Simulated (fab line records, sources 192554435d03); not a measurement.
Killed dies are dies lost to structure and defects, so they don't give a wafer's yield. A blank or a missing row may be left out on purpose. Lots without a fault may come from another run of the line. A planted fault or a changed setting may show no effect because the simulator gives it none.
Chamber matching | flow n5_finfet | N5_HKMG_FIN_CVD_62 on thermal_cvd_si-01: 3 sister chambers
The step deposits a-Si from Si2H6, target thk 3 nm, time 20.8 s. 18 wafers are shown with their chamber, then 9 later ones without.

WAFERS WITH THEIR CHAMBER
wafer  | chamber | heater_power_w (W)
L313.1 | 1       | 1205
L313.3 | 0       | 1316
L313.4 | 0       | 1343
L315.4 | 0       | 1340
L315.5 | 1       | 1259
L315.6 | 2       | 1566
L319.1 | 0       | 1334
L319.4 | 0       | 1301
L319.5 | 1       | 1230
L323.1 | 0       | 1312
L323.2 | 2       | 1529
L323.5 | 2       | 1523
L325.3 | 0       | 1347
L325.4 | 1       | 1240
L325.6 | 0       | 1326
L327.2 | 1       | 1267
L327.4 | 0       | 1341
L327.6 | 2       | 1551

SIGNATURES (means of the wafers above)
reading        | chamber 0 | chamber 1 | chamber 2 | scatter within a chamber
heater_power_w | 1328.89   | 1240.20   | 1542.25   | 19.4
Rule: a wafer's distance from a chamber is the root of the sum, over the readings, of the square of ((its reading less the chamber's mean) divided by the reading's scatter). The wafer belongs to the nearest chamber; if the next one is less than 2 further off, it can't be placed. The scatter: the root of (the sum of the squares of (reading less its chamber's mean) over the shown wafers, divided by (wafers less chambers)).

WAFERS WITHOUT THEIR CHAMBER
wafer  | heater_power_w (W)
L329.2 | 1223
L329.3 | 1541
L329.5 | 1346
L333.2 | 1240
L333.4 | 1531
L333.5 | 1347
L335.3 | 1520
L335.5 | 1537
L335.6 | 1311

WHICH CHAMBER EACH WENT THROUGH
wafer  | from the rows above | in truth
L329.2 | 1                   | 1
L329.3 | 2                   | 2
L329.5 | 0                   | 0
L333.2 | 1                   | 1
L333.4 | 2                   | 2
L333.5 | 0                   | 0
L335.3 | 2                   | 2
L335.5 | 2                   | 2
L335.6 | 0                   | 0
Placed correctly: 9 of 9. Can't be placed from these rows: 0. Placed wrongly: 0.
